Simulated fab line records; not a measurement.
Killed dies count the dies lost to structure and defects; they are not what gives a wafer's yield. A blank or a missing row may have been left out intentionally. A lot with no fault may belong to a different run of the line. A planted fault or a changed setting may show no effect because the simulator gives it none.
Tool commonality check + flow nand-harc + Sample size 4 lots and 12 wafers

REASON FOR OPENING
At NHARC_END_SORT_01 the reading killed-at-array is flagged on 2 of 4 lots. Fault-free wafers read 49, with a standard deviation of 18.
Rule: a lot gets a flag if all its wafers with a number sit over 4 standard deviations from that mean, or if no wafer of it has a number. All remaining lots are regarded as sound.

| lot  | measured     | on        | killed-at-array, wafer by wafer | flag    |
|------|--------------|-----------|---------------------------------|---------|
| L557 | day 26 04:15 | prober-02 | 52 58 63                        |         |
| L558 | day 27 09:05 | prober-02 | 78 60 77                        |         |
| L565 | day 29 21:17 | prober-01 | 671 673 668                     | FLAGGED |
| L568 | day 31 15:49 | prober-01 | 672 670 674                     | FLAGGED |
The numbers of the flagged lots are 671 on average: +622 against the usual, or +35 standard deviations.

WHICH TOOL EACH LOT WENT THROUGH
Before the reading, the record contains 4 process steps out of a 1302-step route. Every cell lists first the tool, next ch and the chambers used by the sampled wafers, and last the start.
| lot  | flag    | NHARC_A_CHANNEL_HOLE_D1_ETCH_21  | NHARC_A_CHANNEL_HOLE_D1_ETCH_22  | NHARC_A_CHANNEL_HOLE_D1_ETCH_23  | NHARC_A_CHANNEL_HOLE_D1_ETCH_44    |
|------|---------|----------------------------------|----------------------------------|----------------------------------|------------------------------------|
| L557 |         | har-etch-02 ch 0,1, day 11 00:11 | har-etch-02 ch 0,1, day 11 00:41 | har-etch-02 ch 0,1, day 11 01:17 | rie-diel-03 ch 0,3, day 11 04:22   |
| L558 |         | har-etch-02 ch 0,1, day 11 14:32 | har-etch-02 ch 0,1, day 11 15:02 | har-etch-02 ch 0,1, day 11 15:40 | rie-diel-13 ch 0,1, day 11 18:37   |
| L565 | FLAGGED | har-etch-02 ch 0,1, day 14 20:59 | har-etch-02 ch 0,1, day 14 21:25 | har-etch-02 ch 0,1, day 14 21:59 | rie-diel-13 ch 1,2,3, day 15 01:16 |
| L568 | FLAGGED | har-etch-02 ch 0, day 15 14:41   | har-etch-02 ch 0, day 15 15:07   | har-etch-02 ch 0, day 15 15:41   | rie-diel-13 ch 1,2, day 15 18:59   |
What these steps do:
- NHARC_A_CHANNEL_HOLE_D1_ETCH_21: etches the open film in C4F8/O2/Ar, time 514.3 s, target depth 1600 nm.
- NHARC_A_CHANNEL_HOLE_D1_ETCH_22: etches the open film in C4F8/O2/Ar, time 666.7 s, target depth 1600 nm.
- NHARC_A_CHANNEL_HOLE_D1_ETCH_23: etches the open film in C4F8/O2/Ar, time 819 s, target depth 1600 nm.
- NHARC_A_CHANNEL_HOLE_D1_ETCH_44: etches the open film in CF4/O2, target depth 140 nm, overetch 14 nm, time 77 s.
- NHARC_END_SORT_01

FLAGGED AGAINST TOTAL, ONE TOOL AT A TIME (gauges that did the reading follow at the end)
| step                            | tool        | lots run | flagged | share of the flagged lots | sound lots run after its first flagged lot |
|---------------------------------|-------------|----------|---------|---------------------------|--------------------------------------------|
| NHARC_A_CHANNEL_HOLE_D1_ETCH_21 | har-etch-02 | 4        | 2       | all                       | 0                                          |
| NHARC_A_CHANNEL_HOLE_D1_ETCH_22 | har-etch-02 | 4        | 2       | all                       | 0                                          |
| NHARC_A_CHANNEL_HOLE_D1_ETCH_23 | har-etch-02 | 4        | 2       | all                       | 0                                          |
| NHARC_A_CHANNEL_HOLE_D1_ETCH_44 | rie-diel-03 | 1        | 0       | none                      | -                                          |
| NHARC_A_CHANNEL_HOLE_D1_ETCH_44 | rie-diel-13 | 3        | 2       | all                       | 0                                          |
| NHARC_END_SORT_01               | prober-01   | 2        | 2       | all                       | 0                                          |
| NHARC_END_SORT_01               | prober-02   | 2        | 0       | none                      | -                                          |

WHAT IS ALLOWED BY THE TABLE
5 rows of the table ran every flagged lot: har-etch-02 at NHARC_A_CHANNEL_HOLE_D1_ETCH_21, har-etch-02 at NHARC_A_CHANNEL_HOLE_D1_ETCH_22, har-etch-02 at NHARC_A_CHANNEL_HOLE_D1_ETCH_23, rie-diel-13 at NHARC_A_CHANNEL_HOLE_D1_ETCH_44, prober-01 at NHARC_END_SORT_01.
- har-etch-02 at NHARC_A_CHANNEL_HOLE_D1_ETCH_21: 2 of its 4 lots flagged. It ran its last sound lot, L558, at day 11 14:32 and its first flagged lot, L565, at day 14 20:59: a fault with its onset between the two fits.
- har-etch-02 at NHARC_A_CHANNEL_HOLE_D1_ETCH_22: 2 of its 4 lots flagged. It ran its last sound lot, L558, at day 11 15:02 and its first flagged lot, L565, at day 14 21:25: a fault with its onset between the two fits.
- har-etch-02 at NHARC_A_CHANNEL_HOLE_D1_ETCH_23: 2 of its 4 lots flagged. It ran its last sound lot, L558, at day 11 15:40 and its first flagged lot, L565, at day 14 21:59: a fault with its onset between the two fits.
- rie-diel-13 at NHARC_A_CHANNEL_HOLE_D1_ETCH_44: 2 of its 3 lots flagged. It ran its last sound lot, L558, at day 11 18:37 and its first flagged lot, L565, at day 15 01:16: a fault with its onset between the two fits. On the flagged lots its readings are blank where sound lots have values: bias-w, cf4-flow-sccm, drypump-motor-current-A, mfc-ar-sccm and 5 more.
- prober-01 at NHARC_END_SORT_01: 2 of its 2 lots flagged. The start can't be narrowed down: in this sample, it ran no sound lot prior to its first flagged lot.
These 3 tools cannot be told apart by counting lots, since each of them fits a fault that started at some hour. More lots, or a look at what each step does to the wafer, might.

WHAT WAS PUT IN BY THE SIMULATOR
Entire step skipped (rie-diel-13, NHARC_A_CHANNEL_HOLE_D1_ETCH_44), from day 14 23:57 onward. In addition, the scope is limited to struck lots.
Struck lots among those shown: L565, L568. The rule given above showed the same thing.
